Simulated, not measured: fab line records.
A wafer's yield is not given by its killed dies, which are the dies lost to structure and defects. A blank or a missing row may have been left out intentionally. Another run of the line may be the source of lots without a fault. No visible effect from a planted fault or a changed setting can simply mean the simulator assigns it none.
Chamber matching :: flow n5 finfet :: N5_BEOL_M4_ETCH_69 on rie diel-05: 4 sister chambers
The step etches SiARC in CF4, target depth 15.6 nm, time 26 s. 20 wafers are shown with their chamber, then 10 later ones without.

## WAFERS PAIRED WITH THEIR CHAMBERS
wafer: L076.1
chamber: 3
drypump motor current A (A): 5.7
showerhead plenum p Torr (Torr): 2.13
oes product au (a.u.): 0.61

wafer: L076.2
chamber: 2
drypump motor current A (A): 5.8
showerhead plenum p Torr (Torr): 2.21
oes product au (a.u.): 0.61

wafer: L076.4
chamber: 0
drypump motor current A (A): 5.6
showerhead plenum p Torr (Torr): 2.26
oes product au (a.u.): 0.75

wafer: L075.3
chamber: 2
drypump motor current A (A): 5.8
showerhead plenum p Torr (Torr): 2.21
oes product au (a.u.): 0.61

wafer: L075.4
chamber: 2
drypump motor current A (A): 5.8
showerhead plenum p Torr (Torr): 2.21
oes product au (a.u.): 0.60

wafer: L075.5
chamber: 3
drypump motor current A (A): 5.7
showerhead plenum p Torr (Torr): 2.13
oes product au (a.u.): 0.60

wafer: L084.3
chamber: 3
drypump motor current A (A): 5.7
showerhead plenum p Torr (Torr): 2.12
oes product au (a.u.): 0.60

wafer: L084.5
chamber: 2
drypump motor current A (A): 5.8
showerhead plenum p Torr (Torr): 2.20
oes product au (a.u.): 0.59

wafer: L084.6
chamber: 3
drypump motor current A (A): 5.7
showerhead plenum p Torr (Torr): 2.12
oes product au (a.u.): 0.59

wafer: L085.1
chamber: 3
drypump motor current A (A): 5.7
showerhead plenum p Torr (Torr): 2.12
oes product au (a.u.): 0.59

wafer: L085.2
chamber: 0
drypump motor current A (A): 5.6
showerhead plenum p Torr (Torr): 2.25
oes product au (a.u.): 0.71

wafer: L085.3
chamber: 2
drypump motor current A (A): 5.8
showerhead plenum p Torr (Torr): 2.20
oes product au (a.u.): 0.58

wafer: L085.4
chamber: 1
drypump motor current A (A): 5.4
showerhead plenum p Torr (Torr): 2.11
oes product au (a.u.): 0.80

wafer: L085.5
chamber: 1
drypump motor current A (A): 5.4
showerhead plenum p Torr (Torr): 2.11
oes product au (a.u.): 0.81

wafer: L085.6
chamber: 0
drypump motor current A (A): 5.6
showerhead plenum p Torr (Torr): 2.25
oes product au (a.u.): 0.71

wafer: L089.3
chamber: 2
drypump motor current A (A): 5.8
showerhead plenum p Torr (Torr): 2.20
oes product au (a.u.): 0.59

wafer: L089.5
chamber: 1
drypump motor current A (A): 5.4
showerhead plenum p Torr (Torr): 2.10
oes product au (a.u.): 0.79

wafer: L089.6
chamber: 0
drypump motor current A (A): 5.6
showerhead plenum p Torr (Torr): 2.25
oes product au (a.u.): 0.71

wafer: L091.1
chamber: 2
drypump motor current A (A): 5.8
showerhead plenum p Torr (Torr): 2.20
oes product au (a.u.): 0.58

wafer: L091.2
chamber: 0
drypump motor current A (A): 5.5
showerhead plenum p Torr (Torr): 2.25
oes product au (a.u.): 0.70

SIGNATURES, as means of the wafers listed above
reading: drypump motor current A
chamber 0: 5.580
chamber 1: 5.400
chamber 2: 5.800
chamber 3: 5.700
scatter within a chamber: 0.0224

reading: showerhead plenum p Torr
chamber 0: 2.2520
chamber 1: 2.1067
chamber 2: 2.2043
chamber 3: 2.1240
scatter within a chamber: 0.00523

reading: oes product au
chamber 0: 0.7160
chamber 1: 0.8000
chamber 2: 0.5943
chamber 3: 0.5980
scatter within a chamber: 0.0136
Rule: a wafer's distance from a chamber is the root of the sum, over the readings, of the square of ((its reading less the chamber's mean) divided by the reading's scatter). The wafer belongs to the nearest chamber; if the next one is less than 2 further off, it can't be placed. The scatter: take each reading less its chamber's mean, square it, sum over the shown wafers, divide by the number of wafers less the number of chambers, and take the root.

## WAFERS WHOSE CHAMBER IS MISSING
wafer: L091.3
drypump motor current A (A): 5.4
showerhead plenum p Torr (Torr): 2.10
oes product au (a.u.): 0.78

wafer: L091.4
drypump motor current A (A): 5.7
showerhead plenum p Torr (Torr): 2.12
oes product au (a.u.): 0.58

wafer: L091.5
drypump motor current A (A): 5.8
showerhead plenum p Torr (Torr): 2.20
oes product au (a.u.): 0.58

wafer: L091.6
drypump motor current A (A): 5.4
showerhead plenum p Torr (Torr): 2.10
oes product au (a.u.): 0.78

wafer: L095.2
drypump motor current A (A): 5.6
showerhead plenum p Torr (Torr): 2.25
oes product au (a.u.): 0.70

wafer: L095.3
drypump motor current A (A): 5.7
showerhead plenum p Torr (Torr): 2.20
oes product au (a.u.): 0.58

wafer: L095.4
drypump motor current A (A): 5.7
showerhead plenum p Torr (Torr): 2.12
oes product au (a.u.): 0.58

wafer: L096.3
drypump motor current A (A): 5.4
showerhead plenum p Torr (Torr): 2.10
oes product au (a.u.): 0.78

wafer: L096.5
drypump motor current A (A): 5.5
showerhead plenum p Torr (Torr): 2.25
oes product au (a.u.): 0.69

wafer: L096.6
drypump motor current A (A): 5.4
showerhead plenum p Torr (Torr): 2.10
oes product au (a.u.): 0.77

## THE CHAMBER EACH PASSED THROUGH
wafer: L091.3
from the rows above: 1
in truth: 1

wafer: L091.4
from the rows above: 3
in truth: 3

wafer: L091.5
from the rows above: 2
in truth: 2

wafer: L091.6
from the rows above: 1
in truth: 1

wafer: L095.2
from the rows above: 0
in truth: 0

wafer: L095.3
from the rows above: 2
in truth: 2

wafer: L095.4
from the rows above: 3
in truth: 3

wafer: L096.3
from the rows above: 1
in truth: 1

wafer: L096.5
from the rows above: 0
in truth: 0

wafer: L096.6
from the rows above: 1
in truth: 1
10 of 10 placed correctly. Can't be placed from these rows: 0. Number placed wrongly: 0.
